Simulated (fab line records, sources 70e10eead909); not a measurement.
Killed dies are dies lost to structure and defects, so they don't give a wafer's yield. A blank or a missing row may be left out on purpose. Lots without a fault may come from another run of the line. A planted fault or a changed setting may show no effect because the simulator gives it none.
Chamber matching | flow nand_harc | NHARC_A_CONTACT_DEP_85 on pecvd-01: 3 sister chambers
The step deposits SiON, target thk 60 nm. 18 wafers are shown with their chamber, then 9 later ones without.

WAFERS WITH THEIR CHAMBER
wafer  | chamber | heater_power_w (W)
L084.1 | 2       | 636
L084.2 | 0       | 921
L084.5 | 2       | 620
L085.2 | 1       | 698
L085.3 | 2       | 689
L085.6 | 0       | 774
L087.3 | 0       | 787
L087.4 | 0       | 771
L087.6 | 2       | 638
L088.4 | 1       | 794
L088.5 | 0       | 936
L088.6 | 2       | 717
L089.1 | 0       | 856
L089.2 | 2       | 632
L089.4 | 1       | 802
L090.3 | 2       | 710
L090.4 | 0       | 845
L090.5 | 2       | 704

SIGNATURES (means of the wafers above)
reading        | chamber 0 | chamber 1 | chamber 2 | scatter within a chamber
heater_power_w | 841.43    | 764.67    | 668.25    | 55.4
Rule: a wafer's distance from a chamber is the root of the sum, over the readings, of the square of ((its reading less the chamber's mean) divided by the reading's scatter). The wafer belongs to the nearest chamber; if the next one is less than 2 further off, it can't be placed. The scatter: the root of (the sum of the squares of (reading less its chamber's mean) over the shown wafers, divided by (wafers less chambers)).

WAFERS WITHOUT THEIR CHAMBER
wafer  | heater_power_w (W)
L092.1 | 728
L092.2 | 692
L092.3 | 805
L094.3 | 763
L094.5 | 921
L094.6 | 760
L096.1 | 680
L096.2 | 616
L096.5 | 616

WHICH CHAMBER EACH WENT THROUGH
wafer  | from the rows above          | in truth
L092.1 | can't be placed: 1 or 2 or 0 | 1
L092.2 | can't be placed: 2 or 1      | 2
L092.3 | can't be placed: 0 or 1 or 2 | 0
L094.3 | can't be placed: 1 or 0 or 2 | 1
L094.5 | can't be placed: 0 or 1      | 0
L094.6 | can't be placed: 1 or 0 or 2 | 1
L096.1 | can't be placed: 2 or 1      | 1
L096.2 | can't be placed: 2 or 1      | 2
L096.5 | can't be placed: 2 or 1      | 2
Placed correctly: 0 of 9. Can't be placed from these rows: 9 (the true chamber is among the candidates in 9). Placed wrongly: 0.
